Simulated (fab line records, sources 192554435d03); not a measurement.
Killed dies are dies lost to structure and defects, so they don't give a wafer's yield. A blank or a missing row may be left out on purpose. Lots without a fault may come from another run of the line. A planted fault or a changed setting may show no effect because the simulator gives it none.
A struck lot beside a sound one | flow n5_finfet | 13 steps out of a route of 1938
Sound: wafers L488.1, L488.5, L488.6. Struck: wafers L478.1, L478.5, L478.6. The cause comes at the end.
At each step with rows: each side's tool, then ch and its chambers, then its first start. Under that, the readings that differ: sound wafers | struck wafers | difference of the means | sigmas: that difference in standard deviations of wafers without a fault.
alike: readings whose means differ by less than 2 such deviations, and words and numbers that are the same on both sides. not compared: withheld readings, readings that some wafer has no value for, bounds like >300 that may hide the same value, and numbers for which the record gives no deviation and whose values overlap.
The two part at a step that has a row with sigmas, a row that says differs or no value, or rows on one side only. Numbers that don't overlap but have no deviation are shown without sigmas and don't part them. A reading that every wafer of one side lacks parts them only if that side has two wafers or more.

first, 1 step without rows for these wafers: N5_GATE_CUT_SRD_32 (time 30 s).
N5_GATE_CUT_SAC_CAP_01: material SiNx, target thk 24 nm, pulse time 1 s, ald cycles 480.
  sound on ald_sin-03 ch 0,1,3, day 8 11:00; struck on ald_sin-03 ch 1,2,3, day 5 21:45
  alike: heater_power_w, precursor_pulse_height_rel
N5_GATE_CUT_PECVD_57: deposits SiNx from SiH4/NH3/N2, target thk 21 nm.
  sound on pecvd-02 ch 1,2, day 8 13:11; struck on pecvd-02 ch 1,2, day 5 23:56
  alike: heater_power_w, showerhead_plenum_p_Torr, throttle_valve_pct
N5_GATE_CUT_CMP_02: polishes, stops on SiO2, t overpolish 12.7 s, target thk 0 nm.
  sound on cmp-03 ch 0,1,3, day 8 13:20; struck on cmp-03 ch 0,1,2, day 6 00:05
  alike: motor_current_A, overpolish_run_s, slurry_flow_ml_min, time_to_endpoint_s
N5_GATE_CUT_HM_DEP_46: deposits SiO2 from TEOS/O2, target thk 130 nm, time 26.6 s.
  sound on pecvd-03 ch 0,2, day 8 13:36; struck on pecvd-03 ch 1,2, day 6 00:20
  alike: heater_power_w, showerhead_plenum_p_Torr, throttle_valve_pct
then, 6 steps without rows for these wafers: N5_GATE_CUT_COAT_34 (time 60 s, resist thk 60 nm); N5_GATE_CUT_COAT_35 (time 60 s, resist thk 10 nm); N5_GATE_CUT_COAT_27 (time 60 s, resist thk 10 nm); N5_GATE_CUT_COAT_07 (resist thk 30 nm); N5_GATE_CUT_EBR_09; N5_GATE_CUT_SOFTBAKE_08 (time 60 s).
N5_GATE_CUT_EXPOSE_10: exposes mask GATE CUT, target cd 20 nm.
  sound on euv_scanner-01 ch 0, day 8 13:56; struck on euv_scanner-01, day 6 00:40
  no value came back on the struck wafers for exposure_dose_mJ_cm2, focus_offset_nm (nm), sigma_outer; on the sound wafers exposure_dose_mJ_cm2 reads 43.13 43.11 43.11
  alike: mask
then, 1 step without rows for these wafers: N5_GATE_CUT_PEB_11 (peb time 60 s).

WHERE THEY PART
Only at N5_GATE_CUT_EXPOSE_10, within this record.

WHY: what the simulator had put in
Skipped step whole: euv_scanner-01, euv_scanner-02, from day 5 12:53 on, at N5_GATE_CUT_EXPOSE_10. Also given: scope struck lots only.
